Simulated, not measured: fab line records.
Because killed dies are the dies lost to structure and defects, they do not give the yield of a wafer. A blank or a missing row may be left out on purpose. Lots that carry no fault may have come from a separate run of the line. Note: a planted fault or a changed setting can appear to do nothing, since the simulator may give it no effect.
Comparing a struck lot with a sound one -- flow nand_harc -- 12 out of 1302 route steps
Sound: these wafers, L352.2, L352.3, L352.6. Struck: wafer L363.6 (left out: L363.5, a lot-mate that was not struck); the cause follows at the end.
For every step that has rows: the tool of each side, followed by ch and its chambers, followed by its first start. Under that, the readings that differ: sound wafers -- struck wafers -- difference of the means -- sigmas: that difference in standard deviations of wafers without a fault.
alike: readings with means less than 2 such deviations apart, plus words and numbers identical on both sides. not compared: withheld readings, readings lacking a value on some wafer, bounds such as >300 that could conceal the same value, and numbers that have no deviation in the record and whose values overlap.
The two part at a step that has a row with sigmas, a row that says differs or no value, or rows on one side only. Non-overlapping numbers with no deviation appear without sigmas and do not part them. A reading that every wafer of one side lacks parts them only if that side has two wafers or more.

first, 3 steps without rows for these wafers: NHARC_A_STAIRCASE_PEB_07 (peb time 130 s); NHARC_A_STAIRCASE_DEVELOP_08 (time 140 s); NHARC_A_STAIRCASE_HARDBAKE_10 (time 140 s).
NHARC_A_STAIRCASE_DESCUM_11: chemistry O2, time 3 s.
  sound on rie_diel-03 ch 0,3, day 19 01:43; struck on rie_diel-03 ch 3, day 24 05:19
  alike: drypump_motor_current_A, oes_product_au, rf_vpp_V, showerhead_plenum_p_Torr, throttle_valve_pct
  not compared: rf_hours_counter_h
NHARC_A_STAIRCASE_TRIM_12: chemistry O2, time 211.2 s.
  sound on rie_diel-03 ch 0,1,2, day 19 01:50; struck on rie_diel-03 ch 3, day 24 05:26
  alike: drypump_motor_current_A, oes_product_au, rf_vpp_V, showerhead_plenum_p_Torr, throttle_valve_pct
  not compared: rf_hours_counter_h
NHARC_A_STAIRCASE_ETCH_13: etches the open film in C4F8/O2, target depth 100 nm, time 40.5 s.
  sound on rie_diel-03 ch 1,2,3; struck on rie_diel-03 ch 1
  alike: oes_product_au, rf_vpp_V
  not compared: rf_hours_counter_h
NHARC_A_STAIRCASE_TRIM_14: chemistry O2, time 211.2 s.
  sound on rie_diel-03 ch 2,3; struck on rie_diel-03 ch 2
reading,sound,struck,difference,sigmas
rf_vpp_V (V),56.6 56.7 56.2,58.4,+1.9,+2
showerhead_plenum_p_Torr (Torr),3.28 3.61 3.28,3.80,+0.41,+3
throttle_valve_pct (%),17.021 17.027 17.026,17.044,+0.019,+2
  alike: drypump_motor_current_A, oes_product_au
  not compared: rf_hours_counter_h
then, 2 steps without rows for these wafers: NHARC_A_STAIRCASE_ETCH_15 (etches the open film in C4F8/O2, target depth 100 nm, time 40.5 s); NHARC_A_STAIRCASE_TRIM_16 (chemistry O2, time 211.2 s).
NHARC_A_STAIRCASE_ETCH_17: etches the open film in C4F8/O2, target depth 100 nm, time 40.5 s.
  sound on rie_diel-03 ch 0,1,2; struck on rie_diel-03 ch 1
reading,sound,struck,difference,sigmas
oes_product_au (a.u.),0.929 0.938 0.938,0.969,+0.034,+3
  alike: rf_vpp_V
  not compared: rf_hours_counter_h
then, 1 step without rows for these wafers: NHARC_A_STAIRCASE_TRIM_18 (chemistry O2, time 211.2 s).
NHARC_A_STAIRCASE_ETCH_19: etches the open film in C4F8/O2, target depth 100 nm, time 40.5 s.
  sound on rie_diel-03 ch 0,3, day 19 05:32; struck on rie_diel-03 ch 2, day 24 06:14
reading,sound,struck,difference,sigmas
oes_product_au (a.u.),0.951 0.930 0.950,1.102,+0.158,+13
  alike: rf_vpp_V
  not compared: rf_hours_counter_h

WHERE THEY PART
Last at NHARC_A_STAIRCASE_ETCH_19 as far as this record goes, first at NHARC_A_STAIRCASE_TRIM_14.

WHY: whatever the simulator had introduced
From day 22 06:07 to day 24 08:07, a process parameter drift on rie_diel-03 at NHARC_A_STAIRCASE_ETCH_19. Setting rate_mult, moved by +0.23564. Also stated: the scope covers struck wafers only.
